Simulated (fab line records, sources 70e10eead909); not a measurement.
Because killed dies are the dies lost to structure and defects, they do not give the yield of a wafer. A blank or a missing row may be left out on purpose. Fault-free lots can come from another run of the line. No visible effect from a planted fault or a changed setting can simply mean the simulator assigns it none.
One fault through the eyes of 2 desks || flow nand harc || what lay behind the numbers comes last; until then each desk has only its own

## AT THE TOOL OWNER'S DESK: pecvd onon-02
The tool's own readings at NHARC_A_ONON_D2_DEP_00 (target thk 1000 nm): means of the sampled wafers that have a number, for each lot that ran on this tool. The brackets show how far a lot's mean lies from the usual mean; more than 4 standard deviations puts the lot out of limits, marked OUT.
Columns: A = sih4 flow sccm at NHARC_A_ONON_D2_DEP_00, usual 210.0 sccm
{"lot": "L502", "first seen here": "day 12 17:34", "A": 209.8}
{"lot": "L505", "first seen here": "day 13 13:49", "A": 209.7}
{"lot": "L507", "first seen here": "day 14 09:52", "A": 210.1}
{"lot": "L509", "first seen here": "day 15 17:42", "A": 209.9}
{"lot": "L519", "first seen here": "day 19 03:49", "A": 210.0}
{"lot": "L521", "first seen here": "day 20 00:49", "A": 209.7}
This desk found nothing out of limits on any of the 6 lots.

## FROM THE METROLOGY DESK
Means of the sampled wafers that have a number, per lot and without regard to the tool the lot ran on: this is what the gauges read. The brackets show how far a lot's mean lies from the usual mean; more than 4 standard deviations puts the lot out of limits, marked OUT.
Columns: A = cd nm at NHARC_THIN_TSV_CD_MEAS_37, usual 5000 nm
{"lot": "L503", "first seen here": "day 24 17:01", "A": 4999}
{"lot": "L502", "first seen here": "day 24 18:25", "A": 5003}
{"lot": "L504", "first seen here": "day 25 02:53", "A": 5000}
{"lot": "L507", "first seen here": "day 26 00:29", "A": 5004}
{"lot": "L505", "first seen here": "day 26 03:51", "A": 5003}
{"lot": "L509", "first seen here": "day 27 05:10", "A": 4997}
{"lot": "L508", "first seen here": "day 27 06:22", "A": 4999}
{"lot": "L516", "first seen here": "day 30 05:33", "A": 4998}
{"lot": "L519", "first seen here": "day 30 06:26", "A": 4996}
{"lot": "L517", "first seen here": "day 30 07:57", "A": 5002}
{"lot": "L521", "first seen here": "day 31 16:20", "A": 4996}
{"lot": "L522", "first seen here": "day 32 20:52", "A": 4996}
{"lot": "L524", "first seen here": "day 33 15:34", "A": 5003}
{"lot": "L523", "first seen here": "day 34 00:40", "A": 5003}
This desk found nothing out of limits on any of the 14 lots.

## BROUGHT TOGETHER
Nothing out of limits was seen by the tool owner's desk.
Nothing out of limits was seen by the metrology desk.

## WHAT THE SIMULATOR HAD PUT IN
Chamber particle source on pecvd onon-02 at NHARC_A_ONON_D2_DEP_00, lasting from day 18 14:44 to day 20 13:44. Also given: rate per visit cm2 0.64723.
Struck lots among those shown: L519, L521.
